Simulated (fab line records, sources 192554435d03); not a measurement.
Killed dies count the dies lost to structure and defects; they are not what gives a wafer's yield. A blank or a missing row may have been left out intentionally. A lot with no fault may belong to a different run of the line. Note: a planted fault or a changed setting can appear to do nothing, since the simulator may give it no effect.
Which of the tools did it? + flow n5_finfet + 10 lots (30 wafers sampled), 1 step of a 1938-step route

WHAT THE GAUGES SHOWED, per wafer
N5_BEOL_M4_RC_MEAS_101.
| lot  | measured     | on        | DIBL_N (mV/V)  |
|------|--------------|-----------|----------------|
| L694 | day 9 18:59  | prober-01 | 35.4 35.3 35.5 |
| L695 | day 10 00:52 | prober-01 | 37.5 37.3 39.3 |
| L698 | day 10 04:59 | prober-02 | 35.0 36.5 34.5 |
| L697 | day 10 05:20 | prober-01 | 37.9 37.2 36.4 |
| L700 | day 11 07:54 | prober-02 | 36.4 34.4 34.4 |
| L702 | day 12 18:58 | prober-02 | 35.2 35.2 36.1 |
| L707 | day 14 17:20 | prober-01 | 37.6 37.5 35.9 |
| L709 | day 15 02:28 | prober-02 | 36.9 39.5 38.2 |
| L712 | day 15 08:37 | prober-01 | 36.0 35.2 35.2 |
| L714 | day 15 20:00 | prober-01 | 33.8 35.6 36.2 |

WHICH TOOL RAN EACH LOT (tool, then ch and the chambers of the sampled wafers, then the start)
Record: no process step prior to these readings.

THE ANSWER, worked out from the rows above alone
Rule: usual is defined by the lots themselves. Put in order of their means at a reading, lots are off if they are a third of the lots or fewer, leave a main group of 4 or more, and stand apart from it by a gap of 3 or more times the standard deviation of the main group's means; of several such gaps the widest counts. If all means in a main group match to the digits the tables above print for the reading, that group is not used. A lot without any number at a reading at which 4 lots or more have one is off too. The other lots that the step has rows for count as sound.
Across all readings shown, no lot is off: no conclusion can be drawn from this.

WHAT HAD BEEN PUT IN BY THE SIMULATOR
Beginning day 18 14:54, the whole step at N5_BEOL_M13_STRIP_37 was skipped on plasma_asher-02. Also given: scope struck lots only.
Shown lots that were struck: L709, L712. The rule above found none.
